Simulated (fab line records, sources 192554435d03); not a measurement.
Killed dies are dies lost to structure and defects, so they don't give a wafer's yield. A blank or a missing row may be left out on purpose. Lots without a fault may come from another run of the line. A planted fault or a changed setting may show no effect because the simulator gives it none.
fab line records | flow n5_finfet
record lots=12 wafers=36 last_day=19
route steps=1938 shown BEOL_M6@1257 BEOL_M7@1266 PASSIVATION@1936
lots that met no fault: from a run of the same line without faults
start_h: hours from the record's first day to the start of the lot's first wafer shown | wait_h: hours since the lot's step before | " the same as in the row above | L1.1+2: a row that stands for several wafers | - no value, or no start given | * or withheld: withheld | < > ~ a bound
route shown NAME@n: a module of which the file shows steps, and the number in the route of the first | usual: mean/standard deviation of fault-free wafers | same: alike in all rows | chamber/n: place in a boat | sites: the reading at each site | _std_site: their standard deviation | _edge_site: outer sites' mean less inner sites' | radius_mm: how far each site lies from the wafer's centre | mask NAME#n: copy n | behind: the tool/chamber that last shaped the wafer | hold: why the lot was held/for how many hours/how that ended | device: the transistor (n, p or np) that didn't switch | end of line: the same wafers' tests at the end of the route | a step without rows: its recipe alone | killed: dies lost to structure and defects at the first sort, not the wafer's yield | map: a wafer's dies, x killed, . not, _ none there
set.NAME: the setting as run; set.NAME@STEP: as run at that earlier step | model.NAME: the simulator's own value behind a step, which no gauge read
steps of the route over a sample of lots; a table a step, a row a wafer
services: from which hour (start_h, from the record's first day; less than 0 if before it) a tool's chamber was out of use, for how many hours, and why
## steps
# step N5_BEOL_M6_CMP_52
# recipe stop_on=SiCOH_lowk t_overpolish_s=6.9 down_force_psi=1 platen_rpm=50 clearing_platen_down_force_psi=1.5 clearing_platen_rpm=50 post_cmp_clean=cu_alkaline target_thk_nm=80 clearing_platen_pad_velocity_m_s=0.99484 pad_velocity_m_s=0.99484
# usual barrier_field_endpoint_s=29.2/0.79 motor_current_A=6.3/0.92 overpolish_run_s=6.900/0.009 time_to_endpoint_s=63/3.5
# columns lot.wafer tool chamber start_h wait_h barrier_field_endpoint_s motor_current_A overpolish_run_s time_to_endpoint_s
L438.4 cmp-03 2 192.39 0.2 30.4 5.8 6.900 68
L438.2 " 3 " " 28.1 5.4 6.909 63
L438.5 " 1 " " 29.9 5.1 6.893 64
L441.2 cmp-03 1 203.45 0.2 28.7 5.1 6.892 60
L441.1 " 3 " " 28.3 5.7 6.901 60
L441.4 " 0 " " 28.4 5.9 6.909 54
L442.4 cmp-04 3 212.05 0.2 30.2 8.0 6.902 66
L442.1 " 0 " " 29.1 6.4 6.921 67
L442.6 " 2 " " 29.5 6.3 6.909 64
L445.4 cmp-04 1 227.75 0.1 29.0 5.7 6.908 61
L445.3 " 0 " " 28.6 6.2 6.904 66
L445.6 " 1 " " 29.1 5.8 6.895 60
L446.2 cmp-04 0 245.09 0.3 29.4 5.7 6.902 62
L446.6 " 2 " " 28.8 6.6 6.899 60
L446.5 " 3 " " 29.3 7.8 6.909 61
L448.2 cmp-02 0 265.98 0.3 30.3 4.8 6.900 66
L448.4 " 1 " " 29.0 7.6 6.897 59
L448.6 " 3 " " 29.9 6.6 6.894 63
L452.4 cmp-04 1 279.41 0.1 27.8 5.7 6.906 58
L452.1 " 2 " " 27.9 6.3 6.907 64
L452.6 " 1 " " 28.6 5.8 6.898 62
L455.2 cmp-02 0 300.79 0.2 29.3 5.1 6.887 70
L455.4 " 2 " " 29.6 6.7 6.890 67
L455.5 " 0 " " 30.3 5.4 6.904 71
L439.2 cmp-02 3 328.99 0.2 30.3 6.9 6.890 69
L439.3 " 1 " " 28.2 7.9 6.901 63
L439.5 " 3 " " 29.9 6.9 6.897 68
L458.3 cmp-02 0 332.07 0.2 30.3 5.4 6.883 67
L458.1 " 1 " " 29.2 7.6 6.883 63
L458.6 " 3 " " 30.4 7.1 6.901 68
L460.1 cmp-02 1 351.02 0.3 29.0 7.6 6.905 61
L460.3 " 2 " " 30.2 7.0 6.892 66
L460.6 " 2 " " 29.7 7.1 6.893 63
L459.1 cmp-02 0 366.49 0.3 29.2 5.1 6.909 65
L459.3 " 1 " " 28.9 7.7 6.891 60
L459.4 " 3 " " 31.0 6.5 6.902 66
# step N5_BEOL_M6_DEP_56
# recipe material=SiCN target_thk_a=100 temp_c=withheld precursor=3MS/NH3 pressure_torr=3 rf_w=202 time_s=17.5
# usual showerhead_plenum_p_Torr=3.663/0.013 throttle_valve_pct=8.8/0.46
# columns lot.wafer tool chamber start_h wait_h showerhead_plenum_p_Torr throttle_valve_pct
L438.2 pecvd-01 2 192.71 0.0 3.655 8.2
L438.4 " 0 " " 3.685 9.2
L438.5 " 1 " " 3.658 9.6
L441.1 pecvd-01 2 203.81 0.0 3.645 8.5
L441.2 " 1 " " 3.666 9.5
L441.4 " 2 " " 3.642 8.2
L442.1 pecvd-04 1 212.37 0.0 3.670 8.8
L442.4 " 2 " " 3.666 8.4
L442.6 " 0 " " 3.658 9.1
L445.3 pecvd-04 0 228.11 0.0 3.666 9.2
L445.4 " 1 " " 3.667 8.8
L445.6 " 2 " " 3.661 8.3
L446.2 pecvd-04 2 245.37 0.0 3.655 8.3
L446.5 " 2 " " 3.657 8.6
L446.6 " 1 " " 3.655 8.6
L448.2 pecvd-03 1 266.26 0.0 3.655 9.0
L448.4 " 1 " " 3.653 8.7
L448.6 " 0 " " 3.656 9.5
L452.1 pecvd-01 0 279.77 0.0 3.684 9.5
L452.4 " 0 " " 3.691 9.1
L452.6 " 2 " " 3.643 8.3
L455.2 pecvd-04 1 301.10 0.0 3.674 8.9
L455.4 " 2 " " 3.655 8.8
L455.5 " 1 " " 3.665 8.4
L439.2 pecvd-03 1 329.31 0.0 3.659 8.7
L439.3 " 2 " " 3.642 8.0
L439.5 " 2 " " 3.640 8.2
L458.1 pecvd-01 2 332.35 0.0 3.651 8.4
L458.3 " 0 " " 3.694 9.6
L458.6 " 0 " " 3.695 9.3
L460.1 pecvd-03 0 351.37 0.0 3.665 9.4
L460.3 " 1 " " 3.657 9.1
L460.6 " 1 " " 3.662 8.8
L459.1 pecvd-04 0 366.85 0.0 3.663 9.1
L459.3 " 1 " " 3.672 8.7
L459.4 " 1 " " 3.658 8.8
# step N5_BEOL_M7_PECVD_70
# recipe material=SiO2 target_thk_a=200 temp_c=400 precursor=TEOS/O2 pressure_torr=5.5 rf_w=450 teos_flow_sccm=53.8 gas=O2 flow_sccm=3000 time_s=22.7
# usual heater_power_w=721/83 showerhead_plenum_p_Torr=8.762/0.027 susceptor_temp_C=400.02/0.24 throttle_valve_pct=21.8/1
# columns lot.wafer tool chamber start_h wait_h heater_power_w showerhead_plenum_p_Torr susceptor_temp_C throttle_valve_pct
L438.2 pecvd-04 1 193.46 0.0 862 8.788 400.07 21.3
L438.4 " 1 " " 864 8.791 400.05 21.6
L438.5 " 2 " " 688 8.758 399.66 20.6
L441.1 pecvd-03 1 204.58 0.0 603 8.780 400.05 21.7
L441.2 " 0 " " 732 8.747 400.05 22.9
L441.4 " 0 " " 751 8.752 399.96 23.0
L442.1 pecvd-04 2 213.11 0.0 749 8.746 400.00 20.4
L442.4 " 1 " " 812 8.791 399.99 21.5
L442.6 " 2 " " 728 8.750 399.93 20.8
L445.3 pecvd-04 0 228.85 0.0 710 8.782 399.66 22.7
L445.4 " 1 " " 929 8.809 399.84 21.2
L445.6 " 2 " " 613 8.754 399.87 20.7
L446.2 pecvd-03 2 246.12 0.0 660 8.701 399.50 19.9
L446.5 " 2 " " 665 8.697 399.47 19.6
L446.6 " 1 " " 650 8.770 400.01 21.7
L448.2 pecvd-02 1 267.00 0.0 588 8.739 400.10 22.5
L448.4 " 0 " " 821 8.759 400.13 22.4
L448.6 " 2 " " 621 8.770 399.97 20.8
L452.1 pecvd-03 2 281.00 0.0 810 8.698 400.01 19.7
L452.4 " 2 " " 793 8.713 399.71 20.1
L452.6 " 1 " " 681 8.779 400.13 21.7
L455.2 pecvd-04 2 301.85 0.0 728 8.761 399.51 21.0
L455.4 " 0 " " 732 8.830 400.16 22.5
L455.5 " 1 " " 757 8.775 399.98 21.2
L439.2 pecvd-04 2 330.05 0.0 653 8.754 400.65 21.1
L439.3 " 1 " " 914 8.793 400.15 21.8
L439.5 " 1 " " 899 8.776 399.93 21.4
L458.1 pecvd-02 0 333.09 0.0 784 8.763 399.71 22.5
L458.3 " 2 " " 697 8.768 400.21 21.2
L458.6 " 0 " " 785 8.779 399.79 22.4
L460.1 pecvd-04 1 352.12 0.0 764 8.796 400.17 21.4
L460.3 " 2 " " 767 8.768 400.60 21.4
L460.6 " 0 " " 814 8.757 400.00 22.4
L459.1 pecvd-02 0 367.60 0.0 717 8.763 399.87 22.6
L459.3 " 2 " " 635 8.779 400.07 21.1
L459.4 " 2 " " 646 8.787 400.25 21.3
# step N5_BEOL_M7_EXPOSE_08
# recipe mask_id=M7 na=1.35 source_shape=dipole sigma_inner=0.817 sigma_outer=0.97 polarization=te dose_mj=68.25
# columns lot.wafer tool chamber start_h wait_h mask
L438.2+4+5 arfi_scanner-03 0 193.93 - M7#0
L441.1+2+4 arfi_scanner-01 0 206.22 - M7#0
L442.1+4+6 arfi_scanner-03 0 214.81 - M7#0
L445.3+4+6 arfi_scanner-03 0 230.85 - M7#0
L446.2+5+6 arfi_scanner-03 0 248.13 - M7#0
L448.2+4+6 arfi_scanner-03 0 270.46 - M7#0
L452.1+4+6 arfi_scanner-02 0 282.26 - M7#0
L455.2+4+5 arfi_scanner-02 0 303.42 - M7#0
L439.2+3+5 arfi_scanner-02 0 331.60 - M7#0
L458.1+3+6 arfi_scanner-02 0 335.03 - M7#0
L460.1+3+6 arfi_scanner-01 0 353.96 - M7#0
L459.1+3+4 arfi_scanner-01 0 369.81 - M7#0
# step N5_BEOL_M7_OVL_MEAS_12
# recipe points_per_wafer=44
# usual M7_OVL=0.1/0.74
# columns lot.wafer tool chamber start_h wait_h M7_OVL[nm]
L438.2 overlay-02 0 194.08 0.0 0.6
L438.4 " 0 " " -1.5
L438.5 " 0 " " -0.1
L441.1 overlay-01 0 206.38 0.0 0.2
L441.2 " 0 " " -1.4
L441.4 " 0 " " -0.7
L442.1 overlay-01 0 214.96 0.0 0.9
L442.4 " 0 " " 0.8
L442.6 " 0 " " 0.3
L445.3 overlay-01 0 231.00 0.0 18.4
L445.4 " 0 " " 17.5
L445.6 " 0 " " 17.3
L446.2 overlay-02 0 248.28 0.0 16.3
L446.5 " 0 " " 14.8
L446.6 " 0 " " 15.5
L448.2 overlay-01 0 270.61 0.0 16.8
L448.4 " 0 " " 17.1
L448.6 " 0 " " 17.1
L452.1 overlay-02 0 282.42 0.0 0.6
L452.4 " 0 " " -0.3
L452.6 " 0 " " -0.5
L455.2 overlay-01 0 303.57 0.0 1.0
L455.4 " 0 " " 0.7
L455.5 " 0 " " 0.4
L439.2 overlay-01 0 331.75 0.0 -0.1
L439.3 " 0 " " 0.0
L439.5 " 0 " " 0.1
L458.1 overlay-01 0 335.21 0.1 0.0
L458.3 " 0 " " -0.4
L458.6 " 0 " " 0.3
L460.1 overlay-02 0 354.12 0.0 -0.2
L460.3 " 0 " " 0.3
L460.6 " 0 " " -0.5
L459.1 overlay-02 0 369.97 0.0 -0.2
L459.3 " 0 " " -1.7
L459.4 " 0 " " -1.6
# step N5_PASSIVATION_PROBE_49
# usual defect_limited_yield=91.0/1.3 killed_at_M0_to_M3=33/10 killed_at_M4_up=14/5.6 killed_at_contacts=12/5.8 killed_at_front_end=43/11 killed_at_other=4.1/2.8 killed_dies=106/15 killed_on_rim=14/3.9 killed_open=70/12 killed_short=34/7.5 sort_bin_5_function=5.3/0.88 sort_bin_6_memory=3.3/0.64 sort_bin_8_speed=0.00/0.016 sort_n_pass=1074/15 sort_yield_pct=91.0/1.3
# same gross_dies=1180 killed_at_back_side=0 sort_bin_4_leakage[%]=0
# columns lot.wafer tool chamber start_h wait_h defect_limited_yield[%] killed_at_M0_to_M3 killed_at_M4_up killed_at_contacts killed_at_front_end killed_at_other killed_dies killed_on_rim killed_open killed_short sort_bin_5_function[%] sort_bin_6_memory[%] sort_bin_8_speed[%] sort_n_pass sort_yield_pct[%]
L438.2 prober-02 - 283.76 0.2 91.0 36 4 9 53 4 106 13 63 41 5.3 3.3 0 1074 91.0
L438.4 prober-02 - 283.86 0.3 89.1 22 11 18 74 4 129 15 77 52 6.3 4.1 0 1051 89.1
L438.5 prober-02 - 283.91 0.4 91.9 38 10 7 38 2 95 14 58 37 4.7 3.1 0 1085 91.9
L441.1 prober-02 - 293.17 0.0 92.2 34 13 9 35 1 92 10 65 26 5.4 2.0 0 1088 92.2
L441.2 prober-02 - 293.22 0.1 90.8 39 16 9 42 2 108 17 75 32 5.3 3.6 0 1072 90.8
L441.4 prober-02 - 293.32 0.2 90.0 56 11 9 41 1 118 17 74 38 5.5 3.8 0 1062 90.0
L442.1 prober-01 - 298.95 0.0 91.3 30 9 9 49 6 103 20 73 30 4.8 3.6 0 1077 91.3
L442.4 prober-01 - 299.10 0.2 90.2 28 15 15 51 7 116 9 77 39 5.6 3.9 0 1064 90.2
L442.6 prober-01 - 299.20 0.3 90.5 30 17 14 46 5 112 16 81 29 5.3 3.9 0 1068 90.5
L446.2 prober-02 - 338.41 0.1 90.7 26 12 6 54 12 110 17 76 32 5.7 3.2 0 1070 90.7
L446.5 prober-02 - 338.56 0.2 91.9 30 7 9 47 2 95 14 56 38 4.7 2.8 0 1085 91.9
L446.6 prober-02 - 338.61 0.3 91.3 37 6 9 50 1 103 13 64 37 5.0 3.6 0 1077 91.3
L452.1 prober-01 - 356.70 0.0 91.7 26 12 4 52 4 98 14 62 35 5.5 2.6 0 1082 91.7
L452.4 prober-01 - 356.85 0.2 90.1 43 24 1 47 2 117 18 69 42 6.0 3.1 0 1063 90.1
L452.6 prober-01 - 356.95 0.3 91.8 39 13 7 36 2 97 15 67 24 5.1 2.9 0 1083 91.8
L455.2 prober-01 - 381.05 0.1 90.8 50 9 8 41 0 108 15 75 33 5.3 3.4 0 1072 90.8
L455.4 prober-01 - 381.15 0.2 88.9 46 14 25 43 3 131 18 89 40 6.5 4.0 0.08 1049 88.9
L455.5 prober-01 - 381.20 0.2 90.9 41 14 14 36 2 107 17 65 40 6.2 2.7 0 1073 90.9
L439.2 prober-01 - 408.11 0.1 91.4 18 15 12 55 1 101 19 58 41 5.3 2.7 0 1079 91.4
L439.3 prober-01 - 408.16 0.1 89.7 23 19 14 62 3 121 17 77 43 5.8 3.9 0 1059 89.7
L439.5 prober-01 - 408.26 0.2 90.8 21 18 10 58 1 108 17 65 42 5.4 3.3 0 1072 90.8
L458.1 prober-02 - 416.18 0.0 91.2 22 26 12 35 9 104 13 70 33 4.9 3.6 0 1076 91.2
L458.3 prober-02 - 416.28 0.1 89.5 21 26 20 49 8 124 20 82 42 6.6 3.6 0 1056 89.5
L458.6 prober-02 - 416.43 0.3 93.5 31 8 8 25 5 77 8 45 31 3.6 2.5 0 1103 93.5
L460.1 prober-01 - 426.49 0.0 88.4 45 12 14 63 3 137 24 84 45 6.4 4.3 0 1043 88.4
L460.3 prober-01 - 426.59 0.1 91.1 25 9 15 56 0 105 20 71 32 5.0 3.6 0 1075 91.1
L460.6 prober-01 - 426.74 0.3 89.2 33 15 11 66 2 127 17 98 27 6.6 3.9 0 1053 89.2
L459.1 prober-01 - 449.96 0.0 91.0 40 7 18 36 5 106 14 65 39 5.3 3.1 0 1074 91.0
L459.3 prober-01 - 450.06 0.1 93.5 27 9 5 30 6 77 11 47 25 4.2 2.0 0 1103 93.5
L459.4 prober-01 - 450.11 0.2 91.8 32 12 22 28 3 97 12 68 27 4.8 3.1 0 1083 91.8
# killed by level:class
L438.2 STI_FIN_REVEAL:geometric_particle:open=14 BEOL_M0_SAQP:geometric_particle:short=11 BEOL_M0_SAQP:geometric_particle:open=11 FIN_SAQP:geometric_particle:open=10 FIN_SAQP:geometric_particle:short=8 MOL_CONTACT_COAG:geometric_particle:open=8 BEOL_M3:geometric_particle:open=6 STARTING-WAFER:geometric_particle:open=5
L438.4 FIN_SAQP:geometric_particle:short=24 FIN_SAQP:geometric_particle:open=22 MOL_CONTACT_COAG:geometric_particle:open=15 BEOL_M0_SAQP:geometric_particle:open=6 GATE_CUT:geometric_particle:short=5 BEOL_M0_SAQP:geometric_particle:short=5 STI_FIN_REVEAL:geometric_particle:open=4 BEOL_M3:geometric_particle:open=4
L438.5 FIN_SAQP:geometric_particle:open=14 BEOL_M0_SAQP:geometric_particle:open=13 FIN_SAQP:geometric_particle:short=11 BEOL_M0_SAQP:geometric_particle:short=10 MOL_CONTACT_COAG:geometric_particle:open=5 BEOL_M2:geometric_particle:open=4 BEOL_M0:geometric_particle:open=4 BEOL_M4:geometric_particle:open=3
L441.1 STI_FIN_REVEAL:geometric_particle:open=14 BEOL_M0_SAQP:geometric_particle:open=8 BEOL_M2:geometric_particle:open=8 MOL_CONTACT_COAG:geometric_particle:open=7 BEOL_M0_SAQP:geometric_particle:short=7 BEOL_M1:geometric_particle:open=6 FIN_SAQP:geometric_particle:open=5 GATE_CUT:geometric_particle:short=4
L441.2 STI_FIN_REVEAL:geometric_particle:open=16 BEOL_M0_SAQP:geometric_particle:short=11 BEOL_M5:geometric_particle:open=9 BEOL_M0_SAQP:geometric_particle:open=8 MOL_CONTACT_COAG:geometric_particle:open=6 FIN_SAQP:geometric_particle:open=5 GATE_CUT:geometric_particle:short=5 BEOL_M3:geometric_particle:open=5
L441.4 BEOL_M0_SAQP:geometric_particle:short=14 BEOL_M2:geometric_particle:open=12 MOL_CONTACT_COAG:geometric_particle:open=9 BEOL_M0_SAQP:geometric_particle:open=9 STI_FIN_REVEAL:geometric_particle:open=8 FIN_SAQP:geometric_particle:open=7 FIN_SAQP:geometric_particle:short=7 BEOL_M1:geometric_particle:open=7
L442.1 STI_FIN_REVEAL:geometric_particle:open=10 FIN_SAQP:geometric_particle:open=9 GATE_CUT:geometric_particle:open=8 BEOL_M0_SAQP:geometric_particle:open=7 MOL_CONTACT_COAG:geometric_particle:open=6 BEOL_M3:geometric_particle:open=5 STARTING-WAFER:geometric_particle:open=5 FIN_SAQP:geometric_particle:short=4
L442.4 MOL_CONTACT_COAG:geometric_particle:open=15 FIN_SAQP:geometric_particle:short=12 STI_FIN_REVEAL:geometric_particle:open=10 BEOL_M0_SAQP:geometric_particle:short=9 BEOL_M3:geometric_particle:open=8 GATE_CUT:geometric_particle:open=7 BEOL_M4:geometric_particle:open=7 FIN_SAQP:geometric_particle:open=6
L442.6 FIN_SAQP:geometric_particle:open=17 STI_FIN_REVEAL:geometric_particle:open=10 BEOL_M3:geometric_particle:open=10 MOL_CONTACT_COAG:geometric_particle:open=9 FIN_SAQP:geometric_particle:short=7 BEOL_M4:geometric_particle:open=6 MOL_CONTACT_COAG:geometric_particle:short=5 BEOL_M2:geometric_particle:open=5
L446.2 STI_FIN_REVEAL:geometric_particle:open=11 FIN_SAQP:geometric_particle:open=9 BEOL_M3:geometric_particle:open=9 BEOL_M2:geometric_particle:open=6 MOL_CONTACT_COAG:geometric_particle:open=6 DUMMY_GATE:geometric_particle:open=5 BEOL_M0_SAQP:geometric_particle:short=5 BEOL_M0_SAQP:geometric_particle:open=4
L446.5 STI_FIN_REVEAL:geometric_particle:open=9 GATE_CUT:geometric_particle:short=7 BEOL_M1:geometric_particle:open=7 DUMMY_GATE:geometric_particle:open=6 FIN_SAQP:geometric_particle:short=5 FIN_SAQP:geometric_particle:open=5 MOL_CONTACT_COAG:geometric_particle:short=5 BEOL_M0_SAQP:geometric_particle:open=5
L446.6 BEOL_M1:geometric_particle:open=12 MOL_CONTACT_COAG:geometric_particle:open=7 STI_FIN_REVEAL:geometric_particle:open=6 BEOL_M0_SAQP:geometric_particle:open=6 FIN_SAQP:geometric_particle:open=5 GATE_CUT:geometric_particle:short=5 BEOL_M3:geometric_particle:open=5 BEOL_M0_SAQP:geometric_particle:short=4
L452.1 FIN_SAQP:geometric_particle:open=12 STI_FIN_REVEAL:geometric_particle:open=12 FIN_SAQP:geometric_particle:short=10 STI_FIN_REVEAL:geometric_particle:short=7 BEOL_M1:geometric_particle:open=5 BEOL_M0_SAQP:geometric_particle:open=4 BEOL_M0:geometric_particle:open=4 BEOL_M1:geometric_particle:short=4
L452.4 BEOL_M4:geometric_particle:open=12 BEOL_M3:geometric_particle:open=11 STI_FIN_REVEAL:geometric_particle:open=9 FIN_SAQP:geometric_particle:short=8 BEOL_M0_SAQP:geometric_particle:short=7 BEOL_M0_SAQP:geometric_particle:open=7 BEOL_M1:geometric_particle:open=6 BEOL_M4:geometric_particle:short=5
L452.6 DUMMY_GATE:geometric_particle:open=9 BEOL_M1:geometric_particle:open=9 BEOL_M3:geometric_particle:open=8 FIN_SAQP:geometric_particle:open=7 STI_FIN_REVEAL:geometric_particle:open=7 MOL_CONTACT_COAG:geometric_particle:open=6 BEOL_M0_SAQP:geometric_particle:open=6 BEOL_M0_SAQP:geometric_particle:short=4
L455.2 BEOL_M0_SAQP:geometric_particle:short=13 BEOL_M3:geometric_particle:open=12 STI_FIN_REVEAL:geometric_particle:open=9 BEOL_M1:geometric_particle:open=9 MOL_CONTACT_COAG:geometric_particle:open=8 FIN_SAQP:geometric_particle:open=6 BEOL_M0_SAQP:geometric_particle:open=5 BEOL_M2:geometric_particle:open=5
L455.4 MOL_CONTACT_COAG:geometric_particle:open=20 BEOL_M3:geometric_particle:open=14 FIN_SAQP:geometric_particle:open=13 FIN_SAQP:geometric_particle:short=10 BEOL_M0:geometric_particle:open=8 BEOL_M0_SAQP:geometric_particle:open=6 STARTING-WAFER:geometric_particle:short=6 MOL_CONTACT_COAG:geometric_particle:short=5
L455.5 FIN_SAQP:geometric_particle:short=12 FIN_SAQP:geometric_particle:open=11 BEOL_M1:geometric_particle:open=10 MOL_CONTACT_COAG:geometric_particle:open=8 BEOL_M0_SAQP:geometric_particle:short=7 MOL_CONTACT_COAG:geometric_particle:short=6 BEOL_M0_SAQP:geometric_particle:open=6 STARTING-WAFER:geometric_particle:open=5
L439.2 FIN_SAQP:geometric_particle:open=14 FIN_SAQP:geometric_particle:short=13 MOL_CONTACT_COAG:geometric_particle:open=7 GATE_CUT:geometric_particle:open=6 STARTING-WAFER:geometric_particle:short=5 BEOL_M0_SAQP:geometric_particle:short=5 STI_FIN_REVEAL:geometric_particle:open=4 MOL_CONTACT_COAG:geometric_particle:short=4
L439.3 STI_FIN_REVEAL:geometric_particle:open=12 FIN_SAQP:geometric_particle:open=10 MOL_CONTACT_COAG:geometric_particle:open=10 FIN_SAQP:geometric_particle:short=7 DUMMY_GATE:geometric_particle:open=7 GATE_CUT:geometric_particle:short=6 BEOL_M2:geometric_particle:open=6 BEOL_M5:geometric_particle:open=5
L439.5 FIN_SAQP:geometric_particle:short=12 MOL_CONTACT_COAG:geometric_particle:open=8 STARTING-WAFER:geometric_particle:open=8 FIN_SAQP:geometric_particle:open=7 DUMMY_GATE:geometric_particle:open=7 BEOL_M3:geometric_particle:open=6 BEOL_M0_SAQP:geometric_particle:short=5 BEOL_M4:geometric_particle:open=5
L458.1 BEOL_M4:geometric_particle:open=12 MOL_CONTACT_COAG:geometric_particle:open=10 BEOL_M0_SAQP:geometric_particle:open=7 BEOL_M2:geometric_particle:open=7 FIN_SAQP:geometric_particle:short=6 FIN_SAQP:geometric_particle:open=6 STI_FIN_REVEAL:geometric_particle:open=5 BEOL_M4:geometric_particle:short=5
L458.3 MOL_CONTACT_COAG:geometric_particle:open=18 FIN_SAQP:geometric_particle:open=11 STI_FIN_REVEAL:geometric_particle:open=11 FIN_SAQP:geometric_particle:short=8 BEOL_M4:geometric_particle:open=8 BEOL_M2:geometric_particle:open=7 GATE_CUT:geometric_particle:short=6 DUMMY_GATE:geometric_particle:open=5
L458.6 BEOL_M0_SAQP:geometric_particle:open=11 BEOL_M0_SAQP:geometric_particle:short=9 MOL_CONTACT_COAG:geometric_particle:open=6 FIN_SAQP:geometric_particle:short=4 STI_FIN_REVEAL:geometric_particle:short=4 BEOL_M3:geometric_particle:open=4 STI_FIN_REVEAL:geometric_particle:open=3 DUMMY_GATE:geometric_particle:open=3
L460.1 FIN_SAQP:geometric_particle:open=14 FIN_SAQP:geometric_particle:short=12 BEOL_M3:geometric_particle:open=12 STI_FIN_REVEAL:geometric_particle:open=12 BEOL_M0_SAQP:geometric_particle:open=9 MOL_CONTACT_COAG:geometric_particle:open=9 GATE_CUT:geometric_particle:open=7 BEOL_M0_SAQP:geometric_particle:short=6
L460.3 STI_FIN_REVEAL:geometric_particle:open=13 MOL_CONTACT_COAG:geometric_particle:open=11 FIN_SAQP:geometric_particle:open=10 GATE_CUT:geometric_particle:short=8 DUMMY_GATE:geometric_particle:open=7 BEOL_M3:geometric_particle:open=6 FIN_SAQP:geometric_particle:short=4 MOL_CONTACT_COAG:geometric_particle:short=4
L460.6 STI_FIN_REVEAL:geometric_particle:open=20 FIN_SAQP:geometric_particle:open=19 MOL_CONTACT_COAG:geometric_particle:open=10 BEOL_M3:geometric_particle:open=10 BEOL_M1:geometric_particle:open=8 GATE_CUT:geometric_particle:short=7 BEOL_M5:geometric_particle:open=6 BEOL_M4:geometric_particle:open=5
L459.1 BEOL_M0_SAQP:geometric_particle:short=13 MOL_CONTACT_COAG:geometric_particle:open=12 FIN_SAQP:geometric_particle:open=9 BEOL_M0_SAQP:geometric_particle:open=8 BEOL_M2:geometric_particle:open=6 MOL_CONTACT_COAG:geometric_particle:short=6 BEOL_M3:geometric_particle:open=6 FIN_SAQP:geometric_particle:short=5
L459.3 STI_FIN_REVEAL:geometric_particle:open=13 BEOL_M1:geometric_particle:open=8 BEOL_M0_SAQP:geometric_particle:open=7 FIN_SAQP:geometric_particle:short=5 MOL_CONTACT_COAG:geometric_particle:open=5 BEOL_M0_SAQP:geometric_particle:short=5 BEOL_M3:geometric_particle:short=4 BEOL_M8:geometric_particle:open=4
L459.4 MOL_CONTACT_COAG:geometric_particle:open=20 BEOL_M0_SAQP:geometric_particle:short=7 BEOL_M0_SAQP:geometric_particle:open=7 STI_FIN_REVEAL:geometric_particle:open=5 DUMMY_GATE:geometric_particle:open=5 BEOL_M3:geometric_particle:open=5 BEOL_M4:geometric_particle:open=5 FIN_SAQP:geometric_particle:short=4
## services
# columns tool chamber start_h hours kind
cmp-04 - 173.75 4.0 pm
arfi_scanner-03 - 175.97 1.3 pm
arfi_scanner-02 - 179.13 4.9 pm
arfi_scanner-02 - 191.03 1.3 pm
cmp-04 - 194.82 0.4 repair
arfi_scanner-02 - 198.24 2.8 repair
cmp-02 - 202.24 0.3 repair
cmp-02 - 204.88 4.0 pm
arfi_scanner-02 - 218.83 0.8 pm
cmp-02 - 222.61 6.2 repair
pecvd-03 0 230.99 13.4 repair
pecvd-01 2 237.14 7.1 repair
arfi_scanner-02 - 244.01 1.5 pm
arfi_scanner-03 - 246.01 0.8 pm
cmp-04 - 247.56 1.2 repair
arfi_scanner-02 - 250.29 1.0 pm
arfi_scanner-03 - 253.68 1.0 pm
pecvd-04 - 285.39 1.9 repair
cmp-02 - 287.89 2.3 repair
arfi_scanner-03 - 301.47 1.3 pm
arfi_scanner-03 - 304.06 1.6 repair
arfi_scanner-03 - 324.07 0.4 repair
pecvd-03 2 336.06 4.2 repair
pecvd-03 0 363.33 5.6 repair
## key
first_sign step=N5_BEOL_M7_OVL_MEAS_12 reading=M7_OVL direction=up sigmas=22 usual=0.1 struck=16.8
effect none on later readings
met_at N5_BEOL_M7_EXPOSE_08
struck_lots L445,L446,L448
rows_end L445.3,L445.4,L445.6,L448.2,L448.4,L448.6
not_acting_at N5_BEOL_M6_CMP_52,N5_BEOL_M6_DEP_56,N5_BEOL_M7_PECVD_70
onset_between 214.81 230.85
fault kind=scanner_matching_overlay tool=arfi_scanner-03 chamber=- onset_h=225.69 steps=N5_BEOL_M7_EXPOSE_08 offset=16.448
# rows_end: these wafers met a further fault down the route, and their rows from its step on are left out
